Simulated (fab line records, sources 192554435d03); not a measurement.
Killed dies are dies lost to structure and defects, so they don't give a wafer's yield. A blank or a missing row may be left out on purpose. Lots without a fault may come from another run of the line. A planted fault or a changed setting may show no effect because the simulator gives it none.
A struck lot beside a sound one | flow n5_finfet | 43 steps out of a route of 1938
Sound: wafers L922.1, L922.3, L922.4. Struck: wafer L914.4. (L914.6 of the same lot was not struck and is left out.) The cause comes at the end.
At each step with rows: each side's tool, then ch and its chambers, then its first start. Under that, the readings that differ: sound wafers | struck wafers | difference of the means | sigmas: that difference in standard deviations of wafers without a fault.
alike: readings whose means differ by less than 2 such deviations, and words and numbers that are the same on both sides. not compared: withheld readings, readings that some wafer has no value for, bounds like >300 that may hide the same value, and numbers for which the record gives no deviation and whose values overlap.
The two part at a step that has a row with sigmas, a row that says differs or no value, or rows on one side only. Numbers that don't overlap but have no deviation are shown without sigmas and don't part them. A reading that every wafer of one side lacks parts them only if that side has two wafers or more.

first, 7 steps without rows for these wafers: N5_BEOL_M9_COAT_60 (time 60 s, resist thk 30 nm); N5_BEOL_M9_COAT_05 (resist thk 90 nm); N5_BEOL_M9_EBR_07; N5_BEOL_M9_SOFTBAKE_06 (time 60 s); N5_BEOL_M9_EXPOSE_08 (exposes mask M9); N5_BEOL_M9_PEB_09 (peb time 60 s); N5_BEOL_M9_DEVELOP_10 (develop time 30 s).
N5_BEOL_M9_CD_MEAS_11: target cd 64.1 nm.
  sound on cd_sem-01 ch 0, day 14 18:52; struck on cd_sem-01 ch 0, day 11 23:53
  alike: cd_nm
N5_BEOL_M9_OVL_MEAS_12:
  sound on overlay-02 ch 0, day 14 18:54; struck on overlay-01 ch 0, day 11 23:55
  alike: M9_OVL
N5_BEOL_M9_INSPECT_13: inspects for defects (brightfield).
  sound on defect_inspect-02, day 14 18:56; struck on defect_inspect-02, day 11 23:57
  alike: raw_defect_count
N5_BEOL_M9_DESCUM_16: chemistry O2, time 7.9 s.
  sound on rie_diel-04 ch 0,1,3, day 14 18:58; struck on rie_diel-06 ch 2, day 12 00:05
  reading                     | sound       | struck | difference | sigmas
  drypump_motor_current_A (A) | 5.6 5.0 5.4 | 6.1    | +0.8       | +2
  alike: oes_product_au, rf_vpp_V, showerhead_plenum_p_Torr, throttle_valve_pct
  not compared: rf_hours_counter_h
N5_BEOL_M9_ETCH_61: etches SiARC in CF4, target depth 39 nm, time 65 s.
  sound on rie_diel-04 ch 0,1,3, day 14 19:00; struck on rie_diel-06 ch 2, day 12 00:07
  reading                     | sound       | struck | difference | sigmas
  drypump_motor_current_A (A) | 5.6 5.0 5.4 | 6.1    | +0.8       | +2
  alike: etch_rf_on_time_s, mfc_ar_sccm, oes_product_au, rf_vpp_V, showerhead_plenum_p_Torr, throttle_valve_pct
  not compared: rf_hours_counter_h
N5_BEOL_M9_ETCH_62: etches SOC in N2/H2, target depth 110 nm, overetch 22 nm, time 165 s.
  sound on rie_diel-04 ch 0,1,3, day 14 19:03; struck on rie_diel-06 ch 2, day 12 00:10
  reading                                    | sound             | struck | difference | sigmas
  drypump_motor_current_A (A)                | 5.7 5.0 5.4       | 6.1    | +0.7       | +2
  model.etch.depth_nm (nm)                   | 99.73 99.56 99.53 | 93.74  | -5.87      |
  model.SiARC_of_BEOL_M9_COAT_60.thk_nm (nm) | 23.6 23.4 23.4    | 25.2   | +1.7       |
  alike: oes_product_au, rf_vpp_V, showerhead_plenum_p_Torr, throttle_valve_pct
  not compared: rf_hours_counter_h
then, 2 steps without rows for these wafers: N5_BEOL_M9_STRIP_68 (strips in N2/H2); N5_BEOL_M9_STRIP_67 (strips in CF4).
N5_BEOL_M9_HM_OPEN_17: chemistry Cl2/BCl3, target TiN, target depth 20 nm, overetch 6 nm.
  sound on rie_metal-01 ch 1, day 14 19:14; struck on rie_metal-01 ch 0, day 12 00:23
  reading               | sound          | struck | difference | sigmas
  oes_product_au (a.u.) | 0.65 0.64 0.65 | 0.46   | -0.19      | -2
  alike: drypump_motor_current_A, mfc_ar_sccm, throttle_valve_pct
  not compared: rf_hours_counter_h
then, 1 step without rows for these wafers: N5_BEOL_M9_STRIP_19 (strips in O2).
N5_BEOL_M9_CD_MEAS_18: pitch 140 nm, target cd 70 nm.
  sound on cd_sem-01, day 14 19:31; struck on cd_sem-02, day 12 00:33
  not compared: cd_nm
then, 9 steps without rows for these wafers: N5_BEOL_M9_COAT_63 (time 60 s, resist thk 60 nm); N5_BEOL_M9_COAT_64 (time 60 s, resist thk 12 nm); N5_BEOL_M9_COAT_75 (time 60 s, resist thk 5 nm); N5_BEOL_M9_COAT_22 (resist thk 30 nm); N5_BEOL_M9_EBR_24; N5_BEOL_M9_SOFTBAKE_23 (time 60 s); N5_BEOL_M9_EXPOSE_25 (exposes mask V8); N5_BEOL_M9_PEB_26 (peb time 60 s); N5_BEOL_M9_DEVELOP_27 (develop time 30 s).
N5_BEOL_M9_CD_MEAS_28: target cd 70 nm.
  sound on cd_sem-01 ch 0, day 14 21:49; struck on cd_sem-01 ch 0, day 12 01:50
  reading    | sound          | struck | difference | sigmas
  cd_nm (nm) | 69.2 69.1 69.7 | 70.4   | +1.1       | +3
N5_BEOL_M9_OVL_MEAS_29:
  sound on overlay-02 ch 0, day 14 21:51; struck on overlay-02 ch 0, day 12 01:53
  alike: V8_OVL
N5_BEOL_M9_INSPECT_30: inspects for defects (brightfield).
  sound on defect_inspect-01, day 14 21:55; struck on defect_inspect-02, day 12 01:56
  alike: raw_defect_count
then, 6 steps without rows for these wafers: N5_BEOL_M9_DESCUM_33 (chemistry O2, time 7 s); N5_BEOL_M9_ETCH_76 (etches underlayer in N2/H2, target depth 6.5 nm, time 5.2 s); N5_BEOL_M9_ETCH_65 (etches SiARC in CF4, target depth 15.6 nm, time 26 s); N5_BEOL_M9_ETCH_66 (etches SOC in N2/H2, target depth 80 nm, overetch 16 nm, time 120 s); N5_BEOL_M9_STRIP_69 (strips in N2/H2); N5_BEOL_M9_STRIP_77 (strips in N2/H2).
N5_BEOL_M9_VIA_ETCH_34: etches SiCOH lowk in C4F6/O2, target depth 182.4 nm, time 68.4 s.
  sound on rie_diel-04 ch 1,2,3, day 14 22:07; struck on rie_diel-04 ch 0, day 12 02:22
  reading               | sound          | struck | difference | sigmas
  oes_product_au (a.u.) | 0.69 0.90 0.69 | 0.32   | -0.44      | -5
  alike: drypump_motor_current_A, mfc_ar_sccm, oes_o_777_au, rf_vpp_V, showerhead_plenum_p_Torr, throttle_valve_pct
  not compared: rf_hours_counter_h
then, 3 steps without rows for these wafers: N5_BEOL_M9_STRIP_73 (strips in C4F6/O2); N5_BEOL_M9_STRIP_36 (strips in N2/H2); N5_BEOL_M9_TRENCH_ETCH_37 (etches SiCOH lowk in C4F6/O2, target depth 151.43 nm, time 49 s).
N5_BEOL_M9_ETCH_41: etches SiCN in CH3F/O2, target depth 36.6 nm, time 70.1 s.
  sound on rie_diel-04 ch 1,2,3; struck on rie_diel-04 ch 0
  alike: CH3F_flow_sccm, drypump_motor_current_A, mfc_ar_sccm, oes_product_au, rf_vpp_V, showerhead_plenum_p_Torr, throttle_valve_pct
  not compared: rf_hours_counter_h
N5_BEOL_M9_STRIP_80: strips in N2/H2, time 10 s.
  sound on rie_diel-04 ch 1,2,3; struck on rie_diel-04 ch 0
  alike: drypump_motor_current_A, oes_product_au, rf_vpp_V, showerhead_plenum_p_Torr, throttle_valve_pct
  not compared: rf_hours_counter_h
N5_BEOL_M9_OCD_MEAS_38:
  sound on ocd-01, day 14 22:24; struck on ocd-01, day 12 02:39
  reading              | sound       | struck | difference | sigmas
  trench_depth_nm (nm) | 152 149 149 | 5      | -145       | -45

WHERE THEY PART
First at N5_BEOL_M9_DESCUM_16; last, within this record, at N5_BEOL_M9_OCD_MEAS_38.

WHY: what the simulator had put in
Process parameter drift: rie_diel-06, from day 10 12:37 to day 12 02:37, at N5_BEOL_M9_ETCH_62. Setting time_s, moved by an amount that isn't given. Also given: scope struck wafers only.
